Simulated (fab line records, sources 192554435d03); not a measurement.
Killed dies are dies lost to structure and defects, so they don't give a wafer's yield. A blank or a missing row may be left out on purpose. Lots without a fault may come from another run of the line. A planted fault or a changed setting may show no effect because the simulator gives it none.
fab line records | flow n5_finfet
record lots=7 wafers=21 last_day=20
route steps=1938 shown BEOL_M15@1807 PASSIVATION@1936
lots that met no fault: from a run of the same line without faults
start_h: hours from the record's first day to the start of the lot's first wafer shown | wait_h: hours since the lot's step before | " the same as in the row above | L1.1+2: a row that stands for several wafers | - no value, or no start given | * or withheld: withheld | < > ~ a bound
route shown NAME@n: a module of which the file shows steps, and the number in the route of the first | usual: mean/standard deviation of fault-free wafers | same: alike in all rows | chamber/n: place in a boat | sites: the reading at each site | _std_site: their standard deviation | _edge_site: outer sites' mean less inner sites' | radius_mm: how far each site lies from the wafer's centre | mask NAME#n: copy n | behind: the tool/chamber that last shaped the wafer | hold: why the lot was held/for how many hours/how that ended | device: the transistor (n, p or np) that didn't switch | end of line: the same wafers' tests at the end of the route | a step without rows: its recipe alone | killed: dies lost to structure and defects at the first sort, not the wafer's yield | map: a wafer's dies, x killed, . not, _ none there
set.NAME: the setting as run; set.NAME@STEP: as run at that earlier step | model.NAME: the simulator's own value behind a step, which no gauge read
lots at some steps of the route; a table a step, a row a wafer
services: from which hour (start_h, from the record's first day; less than 0 if before it) a tool's chamber was out of use, for how many hours, and why
## steps
# step N5_BEOL_M15_DESCUM_33
# recipe chemistry=O2 time_s=7.9 source_power_w=50 bias_power_w=20 pressure_mtorr=20 rf_frequency_hz=2.712e+07 temp_c=40 o2_flow_sccm=225
# usual bias_power_w=20.01/0.067 drypump_motor_current_A=5.6/0.37 oes_product_au=0.78/0.078 rf_vpp_V=243.0/1.4 showerhead_plenum_p_Torr=2.09/0.071 throttle_valve_pct=20.48/0.19
# columns lot.wafer tool chamber start_h wait_h bias_power_w drypump_motor_current_A oes_product_au rf_hours_counter_h rf_vpp_V showerhead_plenum_p_Torr throttle_valve_pct
L364.1 rie_diel-02 1 329.77 0.0 20.01 5.4 0.81 110 245.3 2.19 20.22
L364.3 " 3 " " 19.93 5.6 0.70 243 242.1 1.95 20.44
L364.4 " 0 " " 20.00 5.5 0.77 145 243.0 2.01 20.35
L363.1 rie_diel-02 3 332.98 0.0 20.00 5.7 0.71 245 240.7 1.94 20.43
L363.3 " 1 " " 20.07 5.4 0.82 111 245.1 2.19 20.22
L363.6 " 0 " " 19.93 5.5 0.77 - 240.6 2.01 20.35
L362.1 rie_diel-06 3 359.34 0.1 19.90 5.8 0.68 249 243.8 2.03 20.46
L362.5 " 0 " " 20.01 5.5 0.84 - 242.2 2.07 20.39
L362.6 " 3 " " 19.94 5.8 0.67 - 241.8 2.03 20.47
L369.3 rie_diel-03 1 372.30 0.0 20.06 6.5 0.73 210 242.8 2.10 20.74
L369.4 " 2 " " 19.90 5.4 0.88 19 243.3 2.17 20.34
L369.5 " 2 " " 20.03 5.4 0.88 - 245.2 2.17 20.33
L372.2 rie_diel-06 0 389.15 0.1 20.06 5.5 0.82 85 240.4 2.06 20.40
L372.3 " 3 " " 20.06 5.8 0.98 1 242.1 2.03 20.12
L372.6 " 2 " " 20.13 5.9 0.75 - 239.8 1.94 20.66
L371.2 rie_diel-03 2 450.89 0.0 19.98 5.4 0.85 36 242.4 2.16 20.37
L371.4 " 0 " " 20.03 6.0 0.80 - 243.7 2.11 20.49
L371.6 " 3 " " 20.01 4.9 0.70 - 245.5 2.14 20.84
L378.2 rie_diel-02 0 457.47 0.3 20.03 5.5 0.74 183 240.7 2.00 20.40
L378.3 " 3 " " 20.02 5.7 0.90 26 245.1 2.19 20.12
L378.5 " 3 " " 20.07 5.7 0.90 - 245.8 2.19 20.14
# step N5_BEOL_M15_ETCH_61
# recipe chemistry=N2/H2 target=BARC target_depth_a=890 overetch_a=267 time_s=67.9 ion_energy_ev=200 pressure_mtorr=30 source_w=840 bias_w=150 n2_flow_sccm=200 h2_flow_sccm=200
# usual drypump_motor_current_A=5.6/0.38 oes_product_au=0.67/0.066 rf_vpp_V=523.5/2.7 showerhead_plenum_p_Torr=2.53/0.086 throttle_valve_pct=17.88/0.25
# columns lot.wafer tool chamber start_h wait_h drypump_motor_current_A oes_product_au rf_hours_counter_h rf_vpp_V showerhead_plenum_p_Torr throttle_valve_pct
L364.1 rie_diel-02 1 329.81 0.0 5.4 0.68 110 527.9 2.66 17.65
L364.3 " 3 " " 5.7 0.61 243 518.4 2.39 18.01
L364.4 " 0 " " 5.5 0.66 145 521.0 2.46 17.94
L363.1 rie_diel-02 3 333.02 0.0 5.6 0.61 245 521.0 2.39 18.04
L363.3 " 1 " " 5.5 0.68 111 527.6 2.66 17.65
L363.6 " 0 " " 5.5 0.66 - 521.6 2.46 17.95
L362.1 rie_diel-06 3 359.37 0.0 5.8 0.57 250 521.6 2.50 18.06
L362.5 " 0 " " 5.5 0.73 - 520.7 2.47 17.61
L362.6 " 3 " " 5.8 0.57 - 523.5 2.50 18.08
L369.3 rie_diel-03 1 372.34 0.0 6.5 0.62 210 521.8 2.51 17.87
L369.4 " 2 " " 5.4 0.76 19 526.5 2.59 17.48
L369.5 " 2 " " 5.4 0.76 - 525.4 2.59 17.50
L372.2 rie_diel-06 0 389.19 0.0 5.5 0.71 85 522.3 2.47 17.64
L372.3 " 3 " " 5.8 0.84 1 523.7 2.50 17.65
L372.6 " 2 " " 5.9 0.64 - 517.2 2.35 18.04
L371.2 rie_diel-03 2 450.92 0.0 5.4 0.74 36 524.8 2.58 17.55
L371.4 " 0 " " 6.0 0.68 - 523.6 2.60 18.18
L371.6 " 3 " " 4.9 0.60 - 525.4 2.61 18.39
L378.2 rie_diel-02 0 457.50 0.0 5.5 0.63 183 521.0 2.44 18.02
L378.3 " 3 " " 5.7 0.75 26 527.9 2.69 17.64
L378.5 " 3 " " 5.7 0.75 - 528.2 2.69 17.66
# step N5_BEOL_M15_TRENCH_ETCH_34
# recipe chemistry=C4F8/O2/Ar target=SiO2 target_depth_a=8729.3 he_inner_torr=15 he_outer_torr=30 time_s=199 ion_energy_ev=800 pressure_mtorr=20 source_w=1905 bias_w=2040 Ar_flow_sccm=400 C4F8_flow_sccm=16 O2_flow_sccm=12
# step N5_BEOL_M15_STRIP_36
# recipe chemistry=O2 power_w=600 temp_c=60 pressure_mtorr=30 rf_frequency_hz=6e+07 bias_power_w=0 overash_fraction=0.3 o2_flow_sccm=225
# usual drypump_motor_current_A=5.6/0.34 oes_product_au=0.79/0.08 rf_vpp_V=3.6/0.89 showerhead_plenum_p_Torr=2.09/0.073 throttle_valve_pct=16.68/0.19
# same bias_power_w=0
# columns lot.wafer tool chamber start_h wait_h drypump_motor_current_A oes_product_au rf_hours_counter_h rf_vpp_V showerhead_plenum_p_Torr throttle_valve_pct
L364.1 rie_diel-02 1 330.22 0.2 5.5 0.80 110 3.1 2.19 16.44
L364.3 " 0 " " 5.5 0.79 145 3.9 2.01 16.60
L364.4 " 2 " " 5.5 0.70 226 3.8 2.08 16.83
L363.1 rie_diel-02 0 334.70 1.4 5.5 0.77 147 2.4 2.01 16.57
L363.3 " 1 " " 5.4 0.82 112 4.6 2.19 16.47
L363.6 " 2 " " 5.5 0.70 - 3.2 2.08 16.84
L362.1 rie_diel-02 0 361.84 2.2 5.5 0.76 155 3.2 2.01 16.63
L362.5 " 0 " " 5.5 0.78 - 1.9 2.01 16.61
L362.6 " 2 " " 5.5 0.69 - 3.3 2.08 16.85
L369.3 rie_diel-02 0 377.05 4.5 5.5 0.76 160 2.1 2.01 16.62
L369.4 " 2 " " 5.5 0.68 242 5.6 2.08 16.86
L369.5 " 1 " " 5.4 0.80 - 3.9 2.19 16.49
L372.2 rie_diel-06 3 401.37 11.9 5.8 0.94 5 5.3 2.03 16.40
L372.3 " 1 " " 5.4 0.78 135 5.2 2.09 16.77
L372.6 " 3 " " 5.8 0.96 - 5.1 2.03 16.38
L371.2 rie_diel-03 3 453.16 2.0 4.9 0.70 243 2.6 2.15 17.07
L371.4 " 0 " " 6.0 0.79 - 2.9 2.11 16.66
L371.6 " 3 " " 4.9 0.70 - 4.0 2.15 17.08
L378.2 rie_diel-03 2 457.78 0.0 5.4 0.85 39 3.9 2.17 16.53
L378.3 " 0 " " 6.0 0.79 110 3.3 2.11 16.70
L378.5 " 3 " " 4.9 0.70 - 4.9 2.15 17.07
# step N5_BEOL_M15_STRIP_62
# recipe chemistry=O2 power_w=600 temp_c=60 pressure_mtorr=30 rf_frequency_hz=6e+07 bias_power_w=0 overash_fraction=0.3 o2_flow_sccm=225
# usual drypump_motor_current_A=5.6/0.34 oes_product_au=0.79/0.082 rf_vpp_V=3.7/0.47 showerhead_plenum_p_Torr=2.09/0.073 throttle_valve_pct=16.69/0.19
# same bias_power_w=0
# columns lot.wafer tool chamber start_h wait_h drypump_motor_current_A oes_product_au rf_hours_counter_h rf_vpp_V showerhead_plenum_p_Torr throttle_valve_pct
L364.1 rie_diel-02 1 - - 5.4 0.81 110 3.0 2.19 16.47
L364.3 " 0 " " 5.5 0.77 145 3.5 2.01 16.60
L364.4 " 2 " " 5.5 0.70 226 3.5 2.08 16.85
L363.1 rie_diel-02 0 - - 5.5 0.77 147 4.1 2.01 16.61
L363.3 " 1 " " 5.4 0.81 112 2.9 2.19 16.47
L363.6 " 2 " " 5.5 0.70 - 3.3 2.08 16.84
L362.1 rie_diel-02 0 - - 5.5 0.76 155 3.2 2.01 16.60
L362.5 " 0 " " 5.5 0.76 - 3.4 2.01 16.62
L362.6 " 2 " " 5.6 0.69 - 3.6 2.08 16.86
L369.3 rie_diel-02 0 - - 5.5 0.76 160 3.2 2.01 16.63
L369.4 " 2 " " 5.5 0.69 242 3.8 2.08 16.87
L369.5 " 1 " " 5.4 0.80 - 4.1 2.19 16.49
L372.2 rie_diel-06 3 - - 5.8 0.96 5 3.4 2.03 16.37
L372.3 " 1 " " 5.4 0.78 135 3.9 2.09 16.76
L372.6 " 3 " " 5.8 0.97 - 4.6 2.03 16.38
L371.2 rie_diel-03 3 - - 4.9 0.69 243 5.2 2.15 17.08
L371.4 " 0 " " 6.0 0.79 - 3.6 2.11 16.68
L371.6 " 3 " " 4.9 0.70 - 3.3 2.15 17.08
L378.2 rie_diel-03 2 - - 5.4 0.85 39 4.5 2.17 16.57
L378.3 " 0 " " 6.0 0.78 110 3.9 2.11 16.71
L378.5 " 3 " " 4.9 0.69 - 3.0 2.15 17.06
# step N5_BEOL_M15_STRIP_37
# recipe chemistry=O2 power_w=600 temp_c=60 pressure_mtorr=30 rf_frequency_hz=6e+07 bias_power_w=0 overash_fraction=0.3 o2_flow_sccm=225
# step N5_BEOL_M15_ETCH_38
# recipe chemistry=CF4/N2 target=SiCN target_depth_a=1064 taper_deg=2 time_s=120.5 ion_energy_ev=150 mask_material=SiO2 pressure_mtorr=40 source_w=430 bias_w=70 Ar_flow_sccm=100 cf4_flow_sccm=60 n2_flow_sccm=60
# step N5_BEOL_M15_PRECLEAN_39
# recipe chemistry=residue_remover time_s=60 temp_c=40
# step N5_BEOL_M15_SRD_40
# recipe time_s=30 temp_c=23 rinse_liquid=diw dry=n2_spin spin_rpm=1500 dry_time_s=30
# step N5_BEOL_M15_DEGAS_41
# recipe ambient=vacuum temp_c=300 time_s=60
# step N5_BEOL_M15_PRE_CLEAN_42
# recipe gas=H2/He time_s=30 temp_c=300
# step N5_BEOL_M15_SPUTTER_43
# recipe material=TaN target_thk_a=150 temp_c=50 bias_v=168.6 power_w=15000 chamber_pressure_pa=0.12 time_s=24.19
# usual bias_v=168.8/1.8 throttle_valve_pct=29.6/0.89
# columns lot.wafer tool chamber start_h wait_h bias_v throttle_valve_pct
L364.1 pvd_sputter-01 - 331.09 0.0 169.3 29.0
L364.3 " - " " 167.6 30.3
L364.4 " - " " 168.5 28.6
L363.1 pvd_sputter-02 - 335.50 0.0 168.0 30.3
L363.3 " - " " 167.8 29.4
L363.6 " - " " 170.1 28.8
L363.1 pvd_sputter-02 - 335.78 0.2 168.6 30.6
L363.3 " - " " 170.2 29.3
L363.6 " - " " 170.7 29.0
L362.1 pvd_sputter-02 - 362.48 0.0 167.4 29.5
L362.5 " - " " 169.9 28.9
L362.6 " - " " 168.0 29.4
L362.1 pvd_sputter-02 - 362.76 0.2 169.9 29.5
L362.5 " - " " 170.9 28.9
L362.6 " - " " 169.4 29.4
L369.3 pvd_sputter-02 - 377.66 0.0 164.4 30.4
L369.4 " - " " 169.5 29.4
L369.5 " - " " 167.9 29.0
L369.3 pvd_sputter-02 - 377.94 0.2 167.3 30.3
L369.4 " - " " 168.1 29.6
L369.5 " - " " 172.8 28.9
L372.2 pvd_sputter-02 - 402.04 0.0 170.6 29.6
L372.3 " - " " 169.7 29.5
L372.6 " - " " 173.0 29.7
L371.2 pvd_sputter-03 - 453.82 0.0 171.6 31.2
L371.4 " - " " 165.2 29.8
L371.6 " - " " 170.5 28.7
L378.2 pvd_sputter-02 - 458.52 0.0 167.6 28.9
L378.3 " - " " 166.0 30.5
L378.5 " - " " 169.9 29.0
# step N5_BEOL_M15_SPUTTER_44
# recipe material=Ta target_thk_a=150 temp_c=50 bias_v=80 power_w=15000 chamber_pressure_pa=0.07 time_s=24.19
# usual bias_v=80.0/0.8 throttle_valve_pct=29.6/0.87
# columns lot.wafer tool chamber start_h wait_h bias_v throttle_valve_pct
L364.1 pvd_sputter-01 - 331.17 0.0 80.0 29.0
L364.3 " - " " 79.2 30.8
L364.4 " - " " 81.1 28.3
L363.1 pvd_sputter-02 - 335.92 0.1 79.9 30.5
L363.3 " - " " 80.3 29.3
L363.6 " - " " 79.6 28.7
L362.1 pvd_sputter-02 - 362.84 0.0 78.9 29.8
L362.5 " - " " 81.1 28.7
L362.6 " - " " 80.8 29.4
L369.3 pvd_sputter-02 - 378.02 0.0 80.0 30.2
L369.4 " - " " 79.7 29.5
L369.5 " - " " 79.5 28.9
L372.2 pvd_sputter-02 - 402.12 0.0 80.2 29.8
L372.3 " - " " 79.9 29.4
L372.6 " - " " 79.4 29.3
L371.2 pvd_sputter-03 - 453.91 0.0 79.8 31.1
L371.4 " - " " 80.3 29.5
L371.6 " - " " 81.2 28.8
L378.2 pvd_sputter-02 - 458.60 0.0 80.2 28.9
L378.3 " - " " 78.9 30.4
L378.5 " - " " 79.0 28.8
# step N5_BEOL_M15_SPUTTER_45
# recipe material=Cu target_thk_a=1000 temp_c=-20 bias_v=60 power_w=26000 chamber_pressure_pa=0.13 time_s=16.67
# step N5_BEOL_M15_ECD_47
# recipe material=Cu target_thk_a=18600
# step N5_BEOL_M15_ANNEAL_48
# recipe temp_c=225 time_s=90 ambient=N2
# step N5_BEOL_M15_CMP_49
# recipe stop_on=SiO2 t_overpolish_s=4.9 down_force_psi=2 platen_rpm=80 clearing_platen_down_force_psi=2 clearing_platen_rpm=80 post_cmp_clean=cu_alkaline target_thk_nm=850 clearing_platen_pad_velocity_m_s=1.5917 pad_velocity_m_s=1.5917
# usual barrier_field_endpoint_s=11.4/0.36 clearing_platen_down_force_psi=2.000/0.0042 motor_current_A=8.3/0.87 overpolish_run_s=4.900/0.0097 slurry_filter_dp_kPa=13.49/0.12
# columns lot.wafer tool chamber start_h wait_h barrier_field_endpoint_s clearing_platen_down_force_psi motor_current_A overpolish_run_s slurry_filter_dp_kPa
L364.1 cmp-04 2 331.92 0.3 11.4 2.001 7.0 4.898 13.37
L364.4 " 3 " " 11.3 2.004 8.7 4.891 13.43
L364.3 " 1 " " 11.5 2.000 9.4 4.903 13.68
L363.1 cmp-04 2 336.92 0.3 17.6 1.991 7.2 4.910 13.83
L363.3 " 3 " " 18.1 2.004 8.7 4.899 13.57
L363.6 " 3 " " 18.1 2.002 9.0 4.904 13.52
L362.1 cmp-04 0 363.64 0.3 17.8 2.006 7.9 4.905 13.51
L362.6 " 3 " " 17.9 2.002 8.7 4.890 13.47
L362.5 " 0 " " 17.5 1.999 8.1 4.889 13.50
L369.3 cmp-02 0 379.47 0.3 16.4 2.006 10.4 4.910 13.57
L369.4 " 2 " " 17.5 1.999 7.0 4.883 13.52
L369.5 " 1 " " 16.8 2.008 7.9 4.907 13.43
L372.3 cmp-04 3 403.31 0.2 11.5 2.002 8.5 4.890 13.62
L372.2 " 2 " " 11.5 1.996 7.3 4.890 13.66
L372.6 " 0 " " 11.5 1.995 8.1 4.908 13.13
L371.2 cmp-02 3 454.85 0.2 10.7 1.995 7.9 4.900 13.33
L371.4 " 2 " " 10.9 1.994 7.1 4.904 13.44
L371.6 " 3 " " 10.4 2.001 8.0 4.899 13.43
L378.3 cmp-03 0 459.96 0.2 11.1 1.999 8.2 4.907 13.55
L378.2 " 3 " " 11.6 1.997 8.6 4.894 13.48
L378.5 " 1 " " 11.5 1.993 8.3 4.904 13.48
# step N5_BEOL_M15_THK_MEAS_50
# recipe thk_meas_gauge=xrf reads=Cu_of_BEOL_M15_ECD_47
# usual M15_THK=830/19
# columns lot.wafer tool chamber start_h wait_h M15_THK[nm]
L364.1 film_metro-02 - 332.21 - 870
L364.3 " - " " 791
L364.4 " - " " 834
L363.1 film_metro-02 - 337.22 - 780
L363.3 " - " " 863
L363.6 " - " " 826
L362.1 film_metro-01 - 363.90 - 817
L362.5 " - " " 821
L362.6 " - " " 814
L369.3 film_metro-01 - 379.76 - 830
L369.4 " - " " 831
L369.5 " - " " 826
L372.2 film_metro-01 - 403.60 - 838
L372.3 " - " " 851
L372.6 " - " " 811
L371.2 film_metro-02 - 455.14 - 843
L371.4 " - " " 814
L371.6 " - " " 857
L378.2 film_metro-02 - 460.25 - 819
L378.3 " - " " 814
L378.5 " - " " 816
# step N5_PASSIVATION_PROBE_49
# usual defect_limited_yield=91.2/1.5 killed_at_M0_to_M3=36/10 killed_at_M4_up=14/5.2 killed_at_contacts=12/6 killed_at_front_end=37/10 killed_at_other=4/3.3 killed_dies=104/18 killed_open=68/14 killed_short=34/7.4 sort_bin_4_leakage=0.01/0.04 sort_bin_5_function=5.2/1 sort_bin_6_memory=3.3/0.7 sort_bin_8_speed=0.01/0.045 sort_n_pass=1076/18 sort_yield_pct=91.2/1.5
# same gross_dies=1180 killed_at_back_side=0
# columns lot.wafer tool chamber start_h wait_h defect_limited_yield[%] killed_at_M0_to_M3 killed_at_M4_up killed_at_contacts killed_at_front_end killed_at_other killed_dies killed_open killed_short sort_bin_4_leakage[%] sort_bin_5_function[%] sort_bin_6_memory[%] sort_bin_8_speed[%] sort_n_pass sort_yield_pct[%]
L364.1 prober-02 - 347.31 0.0 90.3 33 19 18 43 1 114 82 30 0 6.1 3.2 0 1066 90.3
L364.3 prober-02 - 347.41 0.1 87.8 40 24 26 49 5 144 88 49 0 6.8 4.7 0 1036 87.8
L364.4 prober-02 - 347.46 0.2 92.1 19 19 18 36 1 93 62 24 0 4.1 2.8 0 1087 92.1
L363.1 prober-02 - 350.05 0.0 89.5 59 13 14 32 6 124 88 34 0 7.4 2.9 0 1056 89.5
L363.3 prober-02 - 350.15 0.1 89.2 36 21 19 44 7 127 89 37 0 6.3 4.1 0 1053 89.2
L363.6 prober-02 - 350.30 0.3 87.1 71 21 10 39 11 152 111 39 0 8.0 4.6 0 1028 87.1
L362.1 prober-01 - 377.98 0.0 91.4 30 11 13 42 5 101 69 29 0 4.9 3.3 0 1079 91.4
L362.5 prober-01 - 378.18 0.2 88.9 44 20 10 49 8 131 81 48 0 6.2 4.3 0 1049 88.9
L362.6 prober-01 - 378.23 0.3 90.9 37 17 9 40 4 107 62 43 0 6.2 2.6 0 1073 90.9
L369.3 prober-01 - 400.61 0.1 91.6 38 11 9 40 1 99 66 32 0 5.2 2.8 0 1081 91.6
L369.4 prober-01 - 400.66 0.2 89.4 34 24 16 47 4 125 79 46 0.34 6.9 3.4 0 1051 89.1
L369.5 prober-01 - 400.71 0.2 90.7 33 15 16 46 0 110 72 36 0 5.0 3.9 0 1070 90.7
L372.2 prober-01 - 420.08 0.1 93.5 23 8 4 34 8 77 47 29 0 4.1 2.2 0.08 1103 93.5
L372.3 prober-01 - 420.13 0.1 90.1 31 25 12 39 10 117 80 36 0 5.5 4.1 0 1063 90.1
L372.6 prober-01 - 420.28 0.3 89.9 21 27 8 57 6 119 88 31 0 5.8 4.0 0 1061 89.9
L371.2 prober-01 - 470.39 0.1 91.6 29 19 7 41 3 99 60 35 0 5.1 2.9 0.17 1079 91.4
L371.4 prober-01 - 470.49 0.2 88.3 36 13 16 67 6 138 99 39 0 6.3 5.3 0 1042 88.3
L371.6 prober-01 - 470.59 0.3 90.3 35 22 16 38 4 115 81 34 0 6.1 3.4 0 1065 90.3
L378.2 prober-01 - 478.25 0.1 92.2 48 16 3 23 2 92 57 34 0 4.9 2.7 0 1088 92.2
L378.3 prober-01 - 478.30 0.1 91.7 42 9 6 29 12 98 60 37 0 4.9 3.1 0 1082 91.7
L378.5 prober-01 - 478.40 0.2 92.5 18 15 7 46 3 89 58 30 0 5.2 2.3 0 1091 92.5
# killed by level:class
L364.1 MOL_CONTACT_COAG:geometric_particle:open=17 STI_FIN_REVEAL:geometric_particle:open=9 FIN_SAQP:geometric_particle:open=8 FIN_SAQP:geometric_particle:short=8 BEOL_M5:geometric_particle:open=7 BEOL_M1:geometric_particle:open=6 BEOL_M3:geometric_particle:open=5 ILD0:geometric_particle:open=4
L364.3 MOL_CONTACT_COAG:geometric_particle:open=19 FIN_SAQP:geometric_particle:short=14 BEOL_M3:geometric_particle:open=11 FIN_SAQP:geometric_particle:open=10 MOL_CONTACT_COAG:geometric_particle:short=7 BEOL_M5:geometric_particle:open=7 BEOL_M0_SAQP:geometric_particle:open=6 BEOL_M0_SAQP:geometric_particle:short=6
L364.4 MOL_CONTACT_COAG:geometric_particle:open=16 FIN_SAQP:geometric_particle:open=9 HKMG_FIN:area_etch=6 FIN_SAQP:geometric_particle:short=5 BEOL_M1:geometric_particle:open=5 BEOL_M0:geometric_particle:open=4 STARTING-WAFER:geometric_particle:open=4 BEOL_M5:geometric_particle:open=4
L363.1 BEOL_M2:geometric_particle:open=17 MOL_CONTACT_COAG:geometric_particle:open=10 BEOL_M1:geometric_particle:open=9 STI_FIN_REVEAL:geometric_particle:open=9 BEOL_M0_SAQP:geometric_particle:open=8 FIN_SAQP:geometric_particle:short=7 BEOL_M0:geometric_particle:open=7 BEOL_M0_SAQP:geometric_particle:short=6
L363.3 MOL_CONTACT_COAG:geometric_particle:open=17 BEOL_M4:geometric_particle:open=14 BEOL_M3:geometric_particle:open=11 ILD0:geometric_particle:short=9 DUMMY_GATE:geometric_particle:open=8 BEOL_M2:geometric_particle:open=7 MIM_TOP_ETCH:geometric_particle:short=6 FIN_SAQP:geometric_particle:open=5
L363.6 BEOL_M0_SAQP:geometric_particle:open=16 BEOL_M3:geometric_particle:open=15 BEOL_M0_SAQP:geometric_particle:short=14 STI_FIN_REVEAL:geometric_particle:open=10 BEOL_M4:geometric_particle:open=9 FIN_SAQP:geometric_particle:open=8 BEOL_M2:geometric_particle:open=8 MOL_CONTACT_COAG:geometric_particle:open=8
L362.1 FIN_SAQP:geometric_particle:open=13 MOL_CONTACT_COAG:geometric_particle:open=11 BEOL_M0_SAQP:geometric_particle:open=8 FIN_SAQP:geometric_particle:short=7 STI_FIN_REVEAL:geometric_particle:open=7 BEOL_M0_SAQP:geometric_particle:short=6 BEOL_M2:geometric_particle:open=6 DUMMY_GATE:geometric_particle:open=5
L362.5 BEOL_M0_SAQP:geometric_particle:short=20 FIN_SAQP:geometric_particle:short=11 STI_FIN_REVEAL:geometric_particle:open=11 FIN_SAQP:geometric_particle:open=8 MOL_CONTACT_COAG:geometric_particle:open=8 BEOL_M4:geometric_particle:open=8 BEOL_M0_SAQP:geometric_particle:open=7 BEOL_M2:geometric_particle:open=7
L362.6 BEOL_M0_SAQP:geometric_particle:short=11 BEOL_M0_SAQP:geometric_particle:open=11 FIN_SAQP:geometric_particle:short=10 FIN_SAQP:geometric_particle:open=8 MOL_CONTACT_COAG:geometric_particle:open=8 BEOL_M3:geometric_particle:open=8 STARTING-WAFER:geometric_particle:short=8 BEOL_M4:geometric_particle:open=6
L369.3 STI_FIN_REVEAL:geometric_particle:open=15 BEOL_M0_SAQP:geometric_particle:open=14 MOL_CONTACT_COAG:geometric_particle:open=9 BEOL_M0_SAQP:geometric_particle:short=9 BEOL_M2:geometric_particle:open=6 ILD0:geometric_particle:short=5 FIN_SAQP:geometric_particle:short=4 BEOL_M1:geometric_particle:open=4
L369.4 FIN_SAQP:geometric_particle:open=16 BEOL_M0_SAQP:geometric_particle:short=12 MOL_CONTACT_COAG:geometric_particle:open=12 BEOL_M0_SAQP:geometric_particle:open=11 BEOL_M4:geometric_particle:open=11 FIN_SAQP:geometric_particle:short=7 STI_FIN_REVEAL:geometric_particle:open=6 BEOL_M1:geometric_particle:open=4
L369.5 MOL_CONTACT_COAG:geometric_particle:open=13 BEOL_M0_SAQP:geometric_particle:open=10 STI_FIN_REVEAL:geometric_particle:open=9 GATE_CUT:geometric_particle:short=8 BEOL_M0_SAQP:geometric_particle:short=7 FIN_SAQP:geometric_particle:open=6 BEOL_M1:geometric_particle:open=6 GATE_CUT:geometric_particle:open=5
L372.2 BEOL_M0_SAQP:geometric_particle:open=7 STARTING-WAFER:geometric_particle:open=6 STI_FIN_REVEAL:geometric_particle:open=5 DUMMY_GATE:geometric_particle:open=5 MOL_CONTACT_COAG:geometric_particle:open=4 BEOL_M0_SAQP:geometric_particle:short=4 MIM_TOP_ETCH:geometric_particle:short=4 FIN_SAQP:geometric_particle:short=3
L372.3 BEOL_M4:geometric_particle:open=16 STI_FIN_REVEAL:geometric_particle:open=15 BEOL_M2:geometric_particle:open=8 MOL_CONTACT_COAG:geometric_particle:open=7 BEOL_M3:geometric_particle:open=6 MOL_CONTACT_COAG:geometric_particle:short=5 BEOL_M0_SAQP:geometric_particle:open=5 STARTING-WAFER:geometric_particle:open=5
L372.6 BEOL_M4:geometric_particle:open=18 STI_FIN_REVEAL:geometric_particle:open=11 FIN_SAQP:geometric_particle:open=8 ILD0:geometric_particle:open=7 BEOL_M1:geometric_particle:open=7 FIN_SAQP:geometric_particle:short=6 MOL_CONTACT_COAG:geometric_particle:open=6 STARTING-WAFER:geometric_particle:open=5
L371.2 BEOL_M0_SAQP:geometric_particle:short=9 BEOL_M4:geometric_particle:open=7 FIN_SAQP:geometric_particle:short=6 FIN_SAQP:geometric_particle:open=6 STI_FIN_REVEAL:geometric_particle:open=6 BEOL_M0_SAQP:geometric_particle:open=6 DUMMY_GATE:geometric_particle:open=5 GATE_CUT:geometric_particle:short=5
L371.4 STI_FIN_REVEAL:geometric_particle:open=25 MOL_CONTACT_COAG:geometric_particle:open=15 FIN_SAQP:geometric_particle:open=13 FIN_SAQP:geometric_particle:short=12 BEOL_M3:geometric_particle:open=11 BEOL_M2:geometric_particle:open=6 BEOL_M0_SAQP:geometric_particle:short=5 BEOL_M4:geometric_particle:open=5
L371.6 MOL_CONTACT_COAG:geometric_particle:open=15 FIN_SAQP:geometric_particle:open=10 BEOL_M0_SAQP:geometric_particle:open=9 BEOL_M5:geometric_particle:open=8 BEOL_M0_SAQP:geometric_particle:short=6 BEOL_M1:geometric_particle:open=6 STI_FIN_REVEAL:geometric_particle:open=5 BEOL_M4:geometric_particle:open=5
L378.2 BEOL_M2:geometric_particle:open=13 BEOL_M3:geometric_particle:open=8 BEOL_M2:geometric_particle:short=7 STI_FIN_REVEAL:geometric_particle:open=6 BEOL_M0_SAQP:geometric_particle:short=6 BEOL_M4:geometric_particle:open=6 STI_FIN_REVEAL:geometric_particle:short=5 BEOL_M0_SAQP:geometric_particle:open=5
L378.3 BEOL_M0_SAQP:geometric_particle:open=10 GATE_CUT:geometric_particle:short=7 BEOL_M1:geometric_particle:open=7 MOL_CONTACT_COAG:geometric_particle:open=6 BEOL_M0_SAQP:geometric_particle:short=6 FIN_SAQP:geometric_particle:short=5 BEOL_M2:geometric_particle:open=5 MIM_TOP_ETCH:geometric_particle:open=5
L378.5 STI_FIN_REVEAL:geometric_particle:open=12 GATE_CUT:geometric_particle:open=7 BEOL_M4:geometric_particle:open=7 MOL_CONTACT_COAG:geometric_particle:open=6 BEOL_M2:geometric_particle:open=6 STI_FIN_REVEAL:geometric_particle:short=5 STARTING-WAFER:geometric_particle:short=4 FIN_SAQP:geometric_particle:short=3
## services
# columns tool chamber start_h hours kind
cmp-02 - 321.72 0.3 repair
cmp-02 - 328.59 0.6 repair
rie_diel-06 2 331.76 38.5 repair
cmp-04 - 346.47 12.1 pm
rie_diel-02 3 351.50 - clean
rie_diel-02 3 351.50 - consumable_replace:focus_ring
rie_diel-02 3 351.50 - consumable_replace:showerhead
rie_diel-02 3 351.50 17.3 scheduled_down
rie_diel-02 3 351.50 17.3 vent_cycle
cmp-03 - 358.93 2.4 repair
cmp-02 - 359.12 1.0 repair
cmp-02 - 367.04 9.2 repair
cmp-03 - 369.83 10.2 pm
rie_diel-03 - 377.95 28.1 pm
cmp-03 - 381.43 2.7 repair
rie_diel-02 - 383.26 0.5 repair
cmp-04 - 385.72 4.0 pm
pvd_sputter-01 - 393.50 73.0 repair
cmp-02 - 417.21 9.6 repair
cmp-04 - 428.80 6.7 pm
pvd_sputter-02 - 431.19 14.6 repair
rie_diel-03 1 436.31 21.0 repair
rie_diel-06 - 440.85 5.4 repair
rie_diel-02 1 457.33 10.4 repair
## key
first_sign step=N5_BEOL_M15_SPUTTER_43 reading=visit direction=added
effect step=N5_BEOL_M15_CMP_49 reading=barrier_field_endpoint_s direction=up sigmas=17 usual=11.4 struck=17.5
met_at N5_BEOL_M15_SPUTTER_43
struck_wafers L362.1,L362.5,L362.6,L363.1,L363.3,L363.6,L369.3,L369.4,L369.5
fault kind=repeated_step_whole tool=pvd_sputter-01,pvd_sputter-02,pvd_sputter-03 chamber=- onset_h=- steps=N5_BEOL_M15_SPUTTER_43 times=1 scope=struck_lots_only
